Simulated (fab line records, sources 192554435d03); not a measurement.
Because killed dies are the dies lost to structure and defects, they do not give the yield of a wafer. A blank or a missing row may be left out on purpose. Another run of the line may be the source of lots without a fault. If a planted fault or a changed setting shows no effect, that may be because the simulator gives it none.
Matching of chambers	flow n5_finfet	N5_FIN_CUT_ETCH_30 on rie_diel-04 has 4 sister chambers
The step etches underlayer in N2/H2, target depth 13 nm, time 10.4 s. 8 wafers are shown with their chamber, then 12 later ones without.

EACH WAFER AND ITS CHAMBER
wafer	chamber	drypump_motor_current_A (A)	showerhead_plenum_p_Torr (Torr)
L078.4	0	5.3	2.61
L084.6	2	4.8	2.44
L091.2	0	5.3	2.60
L091.3	1	5.7	2.54
L091.4	3	6.4	2.57
L092.2	2	4.7	2.44
L092.4	1	5.7	2.54
L092.6	3	6.4	2.57

WAFERS MISSING THEIR CHAMBER
wafer	drypump_motor_current_A (A)	showerhead_plenum_p_Torr (Torr)
L093.1	5.6	2.54
L093.5	4.7	2.44
L093.6	5.7	2.54
L095.1	4.7	2.44
L095.2	6.4	2.57
L095.4	4.8	2.44
L096.1	4.7	2.44
L096.3	6.4	2.57
L096.5	4.7	2.44
L097.1	4.8	2.44
L097.4	6.4	2.56
L097.5	6.4	2.56

CHAMBER TAKEN BY EACH
wafer	from the rows above	in truth
L093.1	1	1
L093.5	2	2
L093.6	1	1
L095.1	2	2
L095.2	3	3
L095.4	2	2
L096.1	2	2
L096.3	3	3
L096.5	2	2
L097.1	2	2
L097.4	3	3
L097.5	3	3
Correct placement for 12 of the 12. Number that these rows cannot place: 0. Number placed wrongly: 0.
How it was worked out, from the rows above alone: a wafer's distance from a chamber is the root of the sum, over the readings, of the square of ((its reading less the chamber's mean) divided by the reading's scatter). If the next closest chamber is less than 2 further off than the closest, the wafer can't be placed; otherwise it belongs to the closest. The mean given for a chamber averages the wafers shown for that chamber. The scatter: take each reading less its chamber's mean, square it, sum over the shown wafers, divide by the number of wafers less the number of chambers, and take the root.
